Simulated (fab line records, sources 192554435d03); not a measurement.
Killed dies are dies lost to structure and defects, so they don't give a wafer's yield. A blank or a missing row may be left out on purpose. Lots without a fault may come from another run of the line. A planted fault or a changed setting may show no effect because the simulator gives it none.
Chamber matching | flow n5_finfet | N5_FIN_SAQP_ETCH_51 on rie_diel-04: 4 sister chambers
The step etches SiARC in CF4, target depth 45.5 nm, time 75.8 s. 22 wafers are shown with their chamber, then 11 later ones without.

WAFERS WITH THEIR CHAMBER
wafer  | chamber | showerhead_plenum_p_Torr (Torr) | throttle_valve_pct (%) | oes_product_au (a.u.)
L075.2 | 1       | 2.20                            | 15.55                  | 0.59
L075.4 | 2       | 2.07                            | 15.82                  | 0.64
L075.6 | 1       | 2.20                            | 15.55                  | 0.59
L077.1 | 2       | 2.07                            | 15.81                  | 0.64
L077.4 | 0       | 2.17                            | 15.87                  | 0.68
L077.5 | 2       | 2.07                            | 15.82                  | 0.64
L081.1 | 0       | 2.16                            | 15.91                  | 0.68
L081.3 | 1       | 2.20                            | 15.59                  | 0.58
L081.4 | 2       | 2.06                            | 15.82                  | 0.64
L085.1 | 1       | 2.19                            | 15.60                  | 0.57
L085.2 | 2       | 2.06                            | 15.86                  | 0.62
L085.3 | 3       | 2.03                            | 15.49                  | 0.61
L085.4 | 0       | 2.16                            | 15.92                  | 0.66
L085.5 | 1       | 2.19                            | 15.62                  | 0.56
L085.6 | 0       | 2.16                            | 15.93                  | 0.67
L090.3 | 3       | 2.03                            | 15.50                  | 0.60
L090.4 | 1       | 2.19                            | 15.62                  | 0.56
L090.5 | 3       | 2.03                            | 15.50                  | 0.61
L093.1 | 0       | 2.15                            | 15.94                  | 0.66
L093.2 | 3       | 2.03                            | 15.49                  | 0.60
L093.3 | 1       | 2.19                            | 15.64                  | 0.56
L093.4 | 3       | 2.03                            | 15.49                  | 0.60

SIGNATURES (means of the wafers above)
reading                  | chamber 0 | chamber 1 | chamber 2 | chamber 3 | scatter within a chamber
showerhead_plenum_p_Torr | 2.1600    | 2.1943    | 2.0660    | 2.0300    | 0.00523
throttle_valve_pct       | 15.9140   | 15.5957   | 15.8260   | 15.4940   | 0.0257
oes_product_au           | 0.6700    | 0.5729    | 0.6360    | 0.6040    | 0.0105
Rule: a wafer's distance from a chamber is the root of the sum, over the readings, of the square of ((its reading less the chamber's mean) divided by the reading's scatter). The wafer belongs to the nearest chamber; if the next one is less than 2 further off, it can't be placed. The scatter: the root of (the sum of the squares of (reading less its chamber's mean) over the shown wafers, divided by (wafers less chambers)).

WAFERS WITHOUT THEIR CHAMBER
wafer  | showerhead_plenum_p_Torr (Torr) | throttle_valve_pct (%) | oes_product_au (a.u.)
L093.5 | 2.19                            | 15.64                  | 0.57
L093.6 | 2.15                            | 15.95                  | 0.66
L094.1 | 2.19                            | 15.65                  | 0.56
L094.2 | 2.03                            | 15.51                  | 0.60
L094.3 | 2.15                            | 15.93                  | 0.66
L094.4 | 2.19                            | 15.63                  | 0.57
L094.5 | 2.03                            | 15.50                  | 0.60
L094.6 | 2.15                            | 15.94                  | 0.66
L096.2 | 2.06                            | 15.88                  | 0.62
L096.4 | 2.06                            | 15.87                  | 0.62
L096.5 | 2.06                            | 15.87                  | 0.62

WHICH CHAMBER EACH WENT THROUGH
wafer  | from the rows above | in truth
L093.5 | 1                   | 1
L093.6 | 0                   | 0
L094.1 | 1                   | 1
L094.2 | 3                   | 3
L094.3 | 0                   | 0
L094.4 | 1                   | 1
L094.5 | 3                   | 3
L094.6 | 0                   | 0
L096.2 | 2                   | 2
L096.4 | 2                   | 2
L096.5 | 2                   | 2
Placed correctly: 11 of 11. Can't be placed from these rows: 0. Placed wrongly: 0.
